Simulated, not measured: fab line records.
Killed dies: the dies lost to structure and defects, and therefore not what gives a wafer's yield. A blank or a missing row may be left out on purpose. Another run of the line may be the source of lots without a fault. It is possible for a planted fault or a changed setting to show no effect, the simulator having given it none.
fab line records    flow nand_harc    part 2 of 2: steps 5 to 6 of 6
record lots=22  wafers=66  last_day=25
route steps=1159 shown P_BONDPAD@386 A_ZERO_WELL@404 A_CHANNEL_HOLE_D1@463 A_CHANNEL_FILL_D1@496
lots untouched by any fault: they come from a run of this same line in which no faults occurred
start_h: hours from the record's opening day to when the first of the lot's shown wafers began    wait_h: time in hours since the lot's previous step    " identical to the entry in the row above    L1.1+2: a row that stands for several wafers    - either no value or no given start    * or withheld: withheld    < > ~ a bound
route shown NAME@n: NAME is a module with steps in the file, n the number in the route of the first one    usual: average and standard deviation across the fault-free wafers    same: alike in all rows    chamber/n: place in a boat    sites: each site's reading    _std_site: standard deviation across them    _edge_site: inner sites' mean taken away from outer sites' mean    radius_mm: for every site, how far away it sits from the centre of the wafer    mask NAME#n: copy n    behind: the tool/chamber that last shaped the wafer    hold: why the lot was held/for how many hours/how that ended    device: the n, p or np transistor that did not switch    end of line: tests run on the same wafers once the route is complete    a step given without rows: its recipe and nothing more    killed: dies lost to structure and defects at the first sort, not the wafer's yield    map: dies across one wafer; x = killed, . = not, _ = none there
set.NAME: the setting that was run; set.NAME@STEP: the one run at that earlier step    model.NAME: the simulator's own value behind a step, which no gauge read
steps of the route over a sample of lots; a table a step, a row a wafer
services: when a tool's chamber went out of use (start_h, in hours from the record's first day, below 0 if earlier), for how many hours, and the reason
## steps
# step NHARC_A_CHANNEL_HOLE_D1_ETCH_44
# recipe target_depth_a=1400  overetch_a=140  time_s=77  ion_energy_ev=100  cf4_flow_sccm=80  o2_flow_sccm=20  ar_flow_sccm=0  rf_w=300  bias_w=100  chemistry=CF4/O2
# usual drypump_motor_current_A=5.75/0.25  o2_flow_sccm=19.99/0.057  oes_o_777_au=1.000/0.0044  oes_product_au=1.003/0.015  rf_vpp_V=197.6/1.5  showerhead_plenum_p_Torr=1.33/0.062  throttle_valve_pct=13.397/0.0094
# same time_s=77
lot.wafer  tool         chamber  start_h  wait_h  drypump_motor_current_A  o2_flow_sccm  oes_o_777_au  oes_product_au  rf_hours_counter_h  rf_vpp_V  showerhead_plenum_p_Torr  throttle_valve_pct
L074.1     rie_diel-11  0        177.00   0.0     5.82                     20.03         1.002         0.981           11                  197.1     1.29                      13.395
L074.2     "            1        "        "       5.85                     20.03         0.999         1.007           11                  198.5     1.36                      13.402
L074.6     "            0        "        "       5.81                     20.04         0.999         0.985           -                   197.8     1.29                      13.395
L075.2     rie_diel-07  2        190.01   0.1     6.04                     19.99         1.005         0.991           11                  197.4     1.35                      13.395
L075.5     "            1        "        "       5.99                     19.86         0.993         0.998           -                   196.7     1.28                      13.383
L075.4     "            2        "        "       5.99                     20.01         1.003         0.991           -                   196.9     1.35                      13.401
L077.4     rie_diel-09  1        194.49   0.0     5.61                     20.06         1.001         1.010           10                  198.0     1.28                      13.405
L077.2     "            3        "        "       5.28                     19.97         0.995         0.988           8                   200.9     1.43                      13.406
L077.6     "            2        "        "       5.73                     19.96         1.005         0.988           -                   198.5     1.30                      13.380
L078.1     rie_diel-09  2        202.38   0.1     5.74                     20.02         0.996         0.986           9                   195.1     1.30                      13.396
L078.4     "            3        "        "       5.32                     19.96         0.999         0.983           8                   198.9     1.43                      13.385
L078.2     "            0        "        "       5.80                     19.91         0.994         1.016           9                   198.8     1.44                      13.404
L079.3     rie_diel-09  3        211.72   0.1     5.31                     19.96         0.999         0.990           8                   200.6     1.43                      13.404
L079.1     "            2        "        "       5.73                     20.00         1.006         0.972           9                   196.7     1.30                      13.411
L079.6     "            0        "        "       5.79                     20.13         1.000         1.019           -                   199.7     1.44                      13.416
L081.2     rie_diel-07  0        218.88   0.1     5.62                     20.06         1.008         1.001           10                  199.2     1.33                      13.393
L081.4     "            1        "        "       5.95                     20.06         0.997         1.016           11                  196.5     1.28                      13.402
L081.5     "            1        "        "       5.99                     20.03         0.998         1.007           -                   195.7     1.28                      13.387
L080.1     rie_diel-09  0        230.05   0.1     5.80                     20.04         0.996         1.025           10                  199.9     1.44                      13.390
L080.5     "            3        "        "       5.29                     20.03         0.992         0.990           -                   199.1     1.43                      13.401
L080.6     "            0        "        "       5.81                     20.04         0.998         1.031           -                   199.2     1.44                      13.408
L082.1     rie_diel-11  2        235.07   0.1     5.45                     20.07         0.997         1.015           3                   196.0     1.27                      13.398
L082.3     "            3        "        "       5.62                     19.96         0.999         1.011           2                   199.3     1.40                      13.403
L082.4     "            0        "        "       5.79                     19.98         1.006         1.010           3                   196.1     1.29                      13.404
L084.2     rie_diel-09  0        236.85   0.1     5.83                     20.03         1.001         1.035           11                  200.2     1.44                      13.398
L084.1     "            3        "        "       5.32                     20.04         1.007         0.985           10                  198.7     1.43                      13.406
L084.6     "            0        "        "       5.77                     20.06         1.002         1.030           -                   200.0     1.43                      13.381
L083.2     rie_diel-09  2        239.25   0.1     5.72                     19.92         1.004         0.971           10                  196.0     1.30                      13.388
L083.4     "            3        "        "       5.29                     20.03         0.996         0.995           10                  200.6     1.43                      13.393
L083.3     "            0        "        "       5.83                     20.05         1.005         1.023           11                  198.2     1.44                      13.410
L085.1     rie_diel-07  1        245.88   0.1     5.99                     20.07         0.999         1.007           1                   197.5     1.28                      13.402
L085.5     "            1        "        "       5.99                     20.04         0.995         1.007           -                   196.4     1.28                      13.399
L085.6     "            2        "        "       6.04                     19.96         1.002         1.015           -                   197.6     1.34                      13.404
L087.2     rie_diel-11  0        260.63   0.1     5.75                     19.98         1.011         1.012           5                   196.1     1.29                      13.383
L087.3     "            2        "        "       5.49                     19.98         1.004         0.999           4                   195.9     1.27                      13.410
L087.4     "            3        "        "       5.54                     19.99         1.001         1.015           -                   199.7     1.40                      13.395
L086.1     rie_diel-07  3        261.83   0.1     6.28                     19.95         1.004         0.982           2                   195.7     1.25                      13.396
L086.2     "            0        "        "       5.59                     19.92         1.004         0.963           2                   198.0     1.33                      13.415
L086.4     "            1        "        "       6.01                     19.97         0.999         1.001           3                   198.3     1.28                      13.404
L089.4     rie_diel-09  2        267.37   0.1     5.70                     19.89         1.005         1.009           0                   196.8     1.30                      13.387
L089.2     "            0        "        "       5.80                     20.01         0.997         1.015           0                   199.2     1.43                      13.399
L089.6     "            1        "        "       5.61                     19.86         1.000         1.003           -                   197.1     1.28                      13.389
L088.3     rie_diel-07  1        268.13   0.1     5.92                     20.01         0.997         1.010           3                   196.2     1.28                      13.388
L088.1     "            3        "        "       6.28                     20.04         1.011         1.000           3                   195.0     1.25                      13.394
L088.4     "            0        "        "       5.62                     20.10         0.990         0.971           3                   199.1     1.33                      13.401
L091.3     rie_diel-07  3        276.45   0.1     6.29                     19.99         0.994         1.006           3                   195.6     1.25                      13.393
L091.1     "            0        "        "       5.61                     20.01         1.000         0.973           4                   199.3     1.33                      13.396
L091.5     "            3        "        "       6.27                     19.91         0.996         0.997           -                   195.3     1.25                      13.396
L092.2     rie_diel-11  2        280.42   0.0     5.51                     19.94         1.005         1.011           5                   196.3     1.27                      13.399
L092.4     "            3        "        "       5.58                     20.04         0.999         1.030           4                   198.9     1.40                      13.391
L092.5     "            3        "        "       5.58                     20.00         0.999         1.017           -                   198.0     1.40                      13.410
L093.3     rie_diel-11  3        303.08   0.1     5.57                     19.97         1.002         1.034           5                   200.7     1.40                      13.412
L093.2     "            0        "        "       5.81                     20.04         1.001         1.030           7                   196.6     1.29                      13.390
L093.5     "            2        "        "       5.48                     19.97         0.993         1.017           -                   195.2     1.27                      13.402
L094.3     rie_diel-09  2        303.64   0.1     5.73                     20.06         0.994         0.999           3                   197.5     1.30                      13.415
L094.1     "            0        "        "       5.80                     19.99         0.993         1.005           4                   199.4     1.43                      13.388
L094.5     "            1        "        "       5.64                     20.06         0.996         1.011           -                   195.8     1.28                      13.402
L095.1     rie_diel-11  3        310.16   0.1     5.57                     19.91         0.996         1.010           6                   199.7     1.40                      13.389
L095.6     "            0        "        "       5.78                     20.09         0.994         1.024           -                   197.6     1.29                      13.402
L095.4     "            1        "        "       5.86                     19.96         0.997         1.002           -                   198.4     1.36                      13.411
L096.1     rie_diel-11  0        314.35   0.1     5.87                     19.96         1.000         1.012           7                   196.8     1.29                      13.403
L096.6     "            3        "        "       5.53                     20.04         1.006         1.020           -                   199.7     1.40                      13.400
L096.5     "            1        "        "       5.81                     20.01         1.004         1.005           -                   197.9     1.36                      13.393
L097.4     rie_diel-11  2        329.39   0.0     5.51                     19.87         0.998         1.000           7                   196.5     1.27                      13.398
L097.2     "            1        "        "       5.83                     20.05         0.997         1.000           8                   198.9     1.36                      13.396
L097.5     "            3        "        "       5.55                     20.00         0.990         1.019           -                   199.4     1.40                      13.415
# step NHARC_A_CHANNEL_FILL_D1_ALD_16
# recipe target_thk_a=15  pulse_time_s=10  ald_cycles=15  temp_c=300  material=SiO2
# usual heater_power_w=474/42  precursor_pulse_height_rel=0.998/0.023
lot.wafer  tool       chamber  start_h  wait_h  heater_power_w  precursor_pulse_height_rel
L074.1     ald_hk-02  1        193.31   3.0     436             0.994
L074.2     "          2        "        "       492             0.967
L074.6     "          1        "        "       428             1.056
L075.4     ald_hk-02  1        205.60   0.1     417             1.026
L075.2     "          2        "        "       479             1.017
L075.5     "          0        "        "       524             1.005
L077.2     ald_hk-01  1        210.11   0.1     507             0.982
L077.4     "          3        "        "       555             1.041
L077.6     "          0        "        "       428             0.954
L078.2     ald_hk-02  2        215.76   0.1     507             1.001
L078.1     "          3        "        "       429             0.994
L078.4     "          0        "        "       532             1.005
L079.3     ald_hk-02  1        225.06   0.1     431             0.968
L079.1     "          2        "        "       501             0.989
L079.6     "          2        "        "       487             0.983
L081.4     ald_hk-04  0        232.22   0.0     471             0.978
L081.2     "          1        "        "       451             1.003
L081.5     "          0        "        "       476             0.971
L080.1     ald_hk-01  0        243.76   0.1     480             1.007
L080.5     "          2        "        "       435             1.000
L080.6     "          3        "        "       543             0.975
L084.1     ald_hk-02  1        249.44   0.0     434             1.004
L084.2     "          2        "        "       503             0.992
L084.6     "          1        "        "       435             0.986
L082.3     ald_hk-01  2        249.45   0.0     433             0.987
L082.1     "          3        "        "       549             0.979
L082.4     "          0        "        "       479             1.046
L083.4     ald_hk-04  3        252.96   0.0     396             1.023
L083.2     "          0        "        "       461             0.992
L083.3     "          2        "        "       464             0.993
L085.1     ald_hk-02  1        259.34   0.0     437             1.005
L085.5     "          1        "        "       425             0.966
L085.6     "          2        "        "       497             1.016
L087.2     ald_hk-02  3        277.25   0.9     427             0.984
L087.4     "          0        "        "       510             0.983
L087.3     "          1        "        "       434             1.010
L086.4     ald_hk-01  3        277.26   0.9     543             0.998
L086.2     "          0        "        "       476             1.053
L086.1     "          1        "        "       499             1.046
L089.2     ald_hk-01  3        283.50   0.1     550             1.030
L089.4     "          0        "        "       480             0.969
L089.6     "          3        "        "       535             1.025
L088.1     ald_hk-01  3        283.63   0.2     528             1.005
L088.4     "          1        "        "       506             1.003
L088.3     "          2        "        "       440             0.975
L091.3     ald_hk-01  3        289.60   0.0     533             1.009
L091.1     "          2        "        "       445             1.014
L091.5     "          0        "        "       484             1.028
L092.4     ald_hk-01  0        294.40   0.1     483             0.991
L092.2     "          2        "        "       440             0.980
L092.5     "          3        "        "       558             1.005
L094.1     ald_hk-02  2        323.40   6.6     497             1.041
L094.3     "          1        "        "       454             0.962
L094.5     "          2        "        "       497             1.000
L093.3     ald_hk-04  0        323.47   6.6     474             0.981
L093.2     "          1        "        "       452             1.015
L093.5     "          1        "        "       453             0.988
L095.4     ald_hk-02  3        328.78   0.1     426             0.993
L095.1     "          1        "        "       452             1.036
L095.6     "          3        "        "       427             0.969
L096.1     ald_hk-02  3        328.94   0.2     441             1.026
L096.5     "          2        "        "       481             0.987
L096.6     "          3        "        "       430             0.970
L097.4     ald_hk-02  1        343.08   0.4     446             1.005
L097.2     "          2        "        "       495             1.026
L097.5     "          1        "        "       450             1.008
## services
tool         chamber  start_h  hours  kind
rie_diel-10  2        112.56   2.2    repair
rie_diel-01  -        137.82   9.0    pm
har_etch-01  -        141.13   5.7    repair
rie_diel-01  2        148.38   8.2    repair
rie_diel-09  2        164.67   4.8    repair
rie_diel-10  -        176.50   9.0    pm
rie_diel-01  -        184.53   0.7    repair
rie_diel-09  -        186.22   0.4    repair
rie_diel-11  -        189.50   9.0    pm
har_etch-01  -        195.31   10.2   repair
rie_diel-11  -        203.96   0.5    repair
rie_diel-10  1        204.97   3.9    repair
rie_diel-11  3        208.09   6.0    repair
rie_diel-10  0        217.32   19.7   repair
rie_diel-10  1        226.61   1.7    repair
ald_hk-01    -        229.27   10.0   pm
rie_diel-09  -        254.10   9.0    pm
rie_diel-11  1        255.79   5.6    repair
ald_hk-02    -        280.00   10.0   pm
rie_diel-10  3        296.99   3.9    repair
har_etch-01  -        305.00   17.0   pm
rie_diel-10  -        311.99   18.9   repair
har_etch-01  -        331.39   16.1   repair
rie_diel-10  2        336.56   20.2   repair
